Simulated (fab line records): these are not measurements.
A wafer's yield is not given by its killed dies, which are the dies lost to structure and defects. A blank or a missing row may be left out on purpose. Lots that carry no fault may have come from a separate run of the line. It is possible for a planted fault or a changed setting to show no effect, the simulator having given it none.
Matching of chambers ; flow n5Finfet ; cmp-02 running N5_DUMMY_GATE_CMP_04: 4 sister chambers
The step polishes a-Si. 8 wafers are shown with their chamber, then 8 later ones without.

WAFERS PAIRED WITH THEIR CHAMBERS
wafer;chamber;motorCurrentA (A);timeToEndpointS (s)
L080.3;3;9.6;14
L080.5;1;9.7;14
L081.2;1;9.5;7
L081.5;0;9.8;13
L087.1;2;7.6;19
L087.2;0;10.2;17
L087.4;3;9.7;13
L090.1;2;7.8;15

WAFERS WITHOUT THEIR CHAMBER
wafer;motorCurrentA (A);timeToEndpointS (s)
L090.2;10.4;9
L090.6;7.6;16
L093.1;9.5;15
L093.5;9.6;16
L093.6;10.4;13
L097.1;9.4;17
L097.4;8.8;11
L097.5;9.8;17

THE CHAMBER EACH PASSED THROUGH
wafer;from the rows above;in truth
L090.2;can't be placed: 0 or 3 or 1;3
L090.6;2;2
L093.1;can't be placed: 3 or 1 or 0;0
L093.5;can't be placed: 3 or 1 or 0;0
L093.6;can't be placed: 0 or 3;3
L097.1;can't be placed: 3 or 1 or 0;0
L097.4;can't be placed: 1 or 3 or 2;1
L097.5;can't be placed: 0 or 3 or 1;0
1 of 8 placed correctly. Not placeable from these rows: 7 (in 7, the candidates include the true chamber). Placed wrongly: 0.
How it was worked out, from the rows above alone: a wafer's distance from a chamber is the root of the sum, over the readings, of the square of ((its reading less the chamber's mean) divided by the reading's scatter). If the next closest chamber is less than 2 further off than the closest, the wafer can't be placed; otherwise it belongs to the closest. Each chamber's mean is taken over the wafers shown for it. The scatter is the square root of a quotient: the sum, over the shown wafers, of each reading's squared deviation from its chamber's mean, divided by wafers minus chambers.
